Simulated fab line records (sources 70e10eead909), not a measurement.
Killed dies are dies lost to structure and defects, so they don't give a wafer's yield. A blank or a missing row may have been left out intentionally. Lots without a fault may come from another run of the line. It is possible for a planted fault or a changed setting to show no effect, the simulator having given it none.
Which tool was responsible? ; flow nand_harc ; 13 lots with 39 wafers sampled at 4 steps, on a route of 1302 steps

## WHAT EACH GAUGE READ, for each wafer
NHARC_A_CONTACT_CD_MEAS_15.
lot;measured;on;cd_nm (nm)
L560;day 23 03:29;cd_sem-02;189.8 189.8 189.6
L564;day 23 23:00;cd_sem-03;189.5 189.5 190.0
L565;day 24 02:22;cd_sem-02;189.4 189.9 189.4
L568;day 25 10:58;cd_sem-01;189.9 190.0 190.1
L566;day 25 18:48;cd_sem-03;190.4 190.9 190.6
L569;day 25 21:05;cd_sem-03;189.8 189.1 189.5
L570;day 27 15:47;cd_sem-02;191.1 191.4 191.5
L571;day 27 18:17;cd_sem-02;190.1 189.2 189.9
L572;day 27 18:26;cd_sem-03;190.8 189.8 190.7
L573;day 27 20:41;cd_sem-01;190.5 190.2 190.4
L575;day 28 08:35;cd_sem-01;191.3 191.1 191.1
L581;day 31 04:42;cd_sem-02;190.3 190.1 189.9
L580;day 31 08:17;cd_sem-03;189.8 189.8 189.7

NHARC_A_CONTACT_INSPECT_23.
lot;measured;on;raw_defect_count
L560;day 23 06:04;defect_inspect-02;528 328 560
L564;day 24 01:33;defect_inspect-02;452 374 359
L565;day 24 04:56;defect_inspect-01;330 414 429
L568;day 25 13:24;defect_inspect-01;341 294 335
L566;day 25 21:14;defect_inspect-01;482 412 451
L569;day 25 23:32;defect_inspect-01;591 578 546
L570;day 27 18:13;defect_inspect-01;537 452 513
L571;day 27 23:33;defect_inspect-02;464 527 516
L572;day 27 20:56;defect_inspect-02;481 487 520
L573;day 28 00:19;defect_inspect-01;353 433 394
L575;day 28 11:34;defect_inspect-02;449 591 629
L581;day 31 07:08;defect_inspect-01;833 658 448
L580;day 31 10:43;defect_inspect-02;483 600 512

## WHAT TOOL EACH LOT RAN ON (gives the tool, then ch and the chambers of the sampled wafers, and finally the start)
lot;NHARC_A_CONTACT_ETCH_110;NHARC_A_CONTACT_STRIP_26
L560;rie_diel-06 ch 0,1,3, day 23 03:56;rie_diel-06 ch 0,2,3, day 23 06:04 or earlier
L564;rie_diel-07 ch 0,2, day 23 23:23;rie_diel-07 ch 0,2,3, day 24 01:33 or earlier
L565;rie_diel-05 ch 1,3, day 24 02:41;rie_diel-05 ch 1,2,3, day 24 04:56 or earlier
L568;rie_diel-06 ch 2,3, day 25 11:16;rie_diel-06 ch 0,2, day 25 13:24 or earlier
L566;rie_diel-06 ch 0,1,2, day 25 19:05;rie_diel-06 ch 1,2,3, day 25 21:14 or earlier
L569;rie_diel-06 ch 2,3, day 25 21:22;rie_diel-06 ch 1,3, day 25 23:32 or earlier
L570;rie_diel-07 ch 0,2,3, day 27 16:05;rie_diel-07 ch 2,3, day 27 18:13 or earlier
L571;rie_diel-07 ch 0,1,3, day 27 21:25;rie_diel-07 ch 1,2,3, day 27 23:33 or earlier
L572;rie_diel-06 ch 0,1,3, day 27 18:48;rie_diel-06 ch 0,2, day 27 20:56 or earlier
L573;rie_diel-06 ch 0,1,2, day 27 21:45;rie_diel-06 ch 1,3, day 28 00:19 or earlier
L575;rie_diel-06 ch 0,3, day 28 09:22;rie_diel-06 ch 0,1,2, day 28 11:34 or earlier
L581;rie_diel-05 ch 1,3, day 31 05:00;rie_diel-05 ch 2,3, day 31 07:08 or earlier
L580;rie_diel-06 ch 0,2,3, day 31 08:35;rie_diel-06 ch 0,1,2, day 31 10:43 or earlier
- NHARC_A_CONTACT_ETCH_110: etches the open film in CF4/O2, target depth 60 nm, overetch 6 nm, time 33 s.
- NHARC_A_CONTACT_STRIP_26: strips in O2.

## AS READ BY THE TOOLS THEMSELVES (means over the sampled wafers that have a number; for cases with no such wafer, the mark the record gives instead)
NHARC_A_CONTACT_ETCH_110.
lot;tool;drypump_motor_current_A (A);oes_product_au (a.u.);rf_vpp_V (V);showerhead_plenum_p_Torr (Torr);throttle_valve_pct (%)
L560;rie_diel-06;5.6;1.003;197.4;1.35;13.396
L564;rie_diel-07;5.8;0.998;197.5;1.33;13.390
L565;rie_diel-05;5.4;0.997;196.1;1.29;13.401
L568;rie_diel-06;6.0;1.004;198.3;1.36;13.402
L566;rie_diel-06;5.9;1.007;197.6;1.35;13.405
L569;rie_diel-06;6.0;1.012;198.3;1.36;13.393
L570;rie_diel-07;5.9;0.996;197.7;1.32;13.412
L571;rie_diel-07;6.0;1.001;198.6;1.38;13.402
L572;rie_diel-06;5.6;1.005;198.4;1.34;13.405
L573;rie_diel-06;5.9;1.004;199.2;1.35;13.399
L575;rie_diel-06;5.7;1.011;198.0;1.35;13.398
L581;rie_diel-05;5.4;1.016;196.5;1.28;13.396
L580;rie_diel-06;6.0;0.968;198.1;1.36;13.394

NHARC_A_CONTACT_STRIP_26.
lot;tool;drypump_motor_current_A (A);oes_product_au (a.u.);rf_vpp_V (V);showerhead_plenum_p_Torr (Torr);throttle_valve_pct (%)
L560;rie_diel-06;6.0;1.008;57.5;3.61;17.034
L564;rie_diel-07;5.9;0.998;57.6;3.51;17.037
L565;rie_diel-05;5.7;1.001;58.2;3.55;17.038
L568;rie_diel-06;6.3;1.007;58.2;3.63;17.040
L566;rie_diel-06;5.6;1.003;57.7;3.53;17.030
L569;rie_diel-06;5.2;1.016;56.8;3.50;17.038
L570;rie_diel-07;6.1;0.998;57.9;3.48;17.042
L571;rie_diel-07;5.9;0.995;57.5;3.53;17.027
L572;rie_diel-06;6.3;0.997;58.2;3.63;17.037
L573;rie_diel-06;5.3;1.008;57.3;3.50;17.035
L575;rie_diel-06;5.9;1.008;57.7;3.57;17.039
L581;rie_diel-05;5.6;1.015;58.7;3.59;17.032
L580;rie_diel-06;5.9;0.998;57.9;3.56;17.040

## THE ANSWER, worked out from the rows above alone
Rule: usual is defined by the lots themselves. The widest of any qualifying gaps counts: lots, ordered by their means at a reading, are off when they make up no more than a third of the lots, leave a main group of 4 or more, and stand apart from it by 3 or more times the standard deviation of that group's means. If all means in a main group match to the digits the tables above print for the reading, that group is not used. A lot without any number at a reading at which 4 lots or more have one is off too. Where the step has rows for the other lots, those lots are counted as sound. After the gauges, taken in route order, come the tools' own readings; for these a lot's mean is taken, as printed above. At the first step where some lot is off, the reading lying furthest off is the one used; lots without a number count as furthest.
Off: L580, at NHARC_A_CONTACT_ETCH_110 (oes_product_au). The main group: mean 1.004 a.u., standard deviation 0.0059.
A tool fits if, at that step or a process step before it, it ran every lot that is off, and no sound lot after the first of them. One fits: rie_diel-06 at NHARC_A_CONTACT_ETCH_110. A fault onset in the window from L575 (day 28 09:22, its last sound lot) to L580 (day 31 08:35, its first lot off) fits.
The tool's own readings at NHARC_A_CONTACT_ETCH_110 bear it out: on the lots that are off they differ by more than 5 times the standard deviation of the sound lots' means. oes_product_au reads 0.968 a.u. there against 1.004 a.u. on the sound lots.

## WHAT WAS PUT IN BY THE SIMULATOR
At NHARC_A_CONTACT_ETCH_110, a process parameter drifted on rie_diel-06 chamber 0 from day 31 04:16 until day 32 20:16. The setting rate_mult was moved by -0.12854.
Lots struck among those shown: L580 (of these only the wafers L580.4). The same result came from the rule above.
